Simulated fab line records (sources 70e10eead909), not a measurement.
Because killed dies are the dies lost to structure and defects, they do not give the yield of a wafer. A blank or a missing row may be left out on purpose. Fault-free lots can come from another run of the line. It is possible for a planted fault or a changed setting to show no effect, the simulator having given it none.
Matching of chambers	flow nand harc	NHARC_P_STI_CMP_21 on cmp-02: 4 sister chambers
The step polishes, t overpolish 20 s, target thk 380.67 nm. 8 wafers are shown with their chamber, then 7 later ones without.

## WAFERS PAIRED WITH THEIR CHAMBERS
wafer	chamber	motor current A (A)	overpolish run s (s)
L686.4	0	11.3	20.018
L689.2	1	12.2	19.989
L689.4	3	12.8	19.996
L691.1	1	12.6	19.993
L691.3	2	10.2	20.001
L691.4	3	12.4	19.994
L696.1	2	10.4	20.004
L696.4	0	11.9	19.988

## WAFERS MISSING THEIR CHAMBER
wafer	motor current A (A)	overpolish run s (s)
L696.6	11.7	19.992
L702.1	13.0	19.995
L702.3	11.7	19.998
L702.4	12.5	19.996
L703.3	12.9	19.992
L703.4	12.2	19.988
L703.6	10.4	20.010

## THE CHAMBER EACH PASSED THROUGH
wafer	from the rows above	in truth
L696.6	can't be placed: 0 or 1 or 3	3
L702.1	can't be placed: 3 or 1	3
L702.3	can't be placed: 0 or 1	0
L702.4	can't be placed: 3 or 1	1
L703.3	can't be placed: 3 or 1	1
L703.4	can't be placed: 1 or 3 or 0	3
L703.6	2	2
Correctly placed: 1 of 7. Unplaceable from these rows: 6, with the true chamber sitting among the candidates in 6. Placed wrongly: 0.
How it was worked out, from the rows above alone: a wafer's distance from a chamber is the root of the sum, over the readings, of the square of ((its reading less the chamber's mean) divided by the reading's scatter). If the next closest chamber is less than 2 further off than the closest, the wafer can't be placed; otherwise it belongs to the closest. The mean given for a chamber averages the wafers shown for that chamber. The scatter is the square root of a quotient: the sum, over the shown wafers, of each reading's squared deviation from its chamber's mean, divided by wafers minus chambers.
